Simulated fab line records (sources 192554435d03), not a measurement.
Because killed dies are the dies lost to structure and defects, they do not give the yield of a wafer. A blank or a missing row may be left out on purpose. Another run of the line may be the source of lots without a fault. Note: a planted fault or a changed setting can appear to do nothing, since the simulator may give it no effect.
Matching of chambers -- flow n5Finfet -- N5_HKMG_FIN_ETCH_32 on rieDiel-05 has 4 sister chambers
The step etches SOC in N2/H2, target depth 240 nm, time 300 s. 4 wafers are shown with their chamber, then 12 later ones without.

== WAFERS WITH THEIR CHAMBER ==
wafer,chamber,showerheadPlenumPTorr (Torr)
L086.1,1,2.51
L086.3,2,2.63
L088.4,0,2.71
L088.5,3,2.50

== WAFERS MISSING THEIR CHAMBER ==
wafer,showerheadPlenumPTorr (Torr)
L091.1,2.62
L091.2,2.50
L091.3,2.71
L091.4,2.71
L091.5,2.50
L091.6,2.62
L095.1,2.50
L095.2,2.51
L095.3,2.62
L095.4,2.70
L095.5,2.62
L095.6,2.50

== WHICH CHAMBER EACH ONE RAN IN ==
wafer,from the rows above,in truth
L091.1,2,2
L091.2,can't be placed: 3 or 1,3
L091.3,0,0
L091.4,0,0
L091.5,can't be placed: 3 or 1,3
L091.6,2,2
L095.1,can't be placed: 3 or 1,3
L095.2,can't be placed: 1 or 3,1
L095.3,2,2
L095.4,0,0
L095.5,2,2
L095.6,can't be placed: 3 or 1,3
Correct placement for 7 of the 12. Unplaceable from these rows: 5, with the true chamber sitting among the candidates in 5. 0 placed wrongly.
How it was worked out, from the rows above alone: a wafer's distance from a chamber is the root of the sum, over the readings, of the square of ((its reading less the chamber's mean) divided by the reading's scatter). If the next closest chamber is less than 2 further off than the closest, the wafer can't be placed; otherwise it belongs to the closest. The mean given for a chamber averages the wafers shown for that chamber. The scatter (one wafer shown for each chamber): square how far every hidden wafer sits from the nearest shown wafer, average those squares and take the square root.
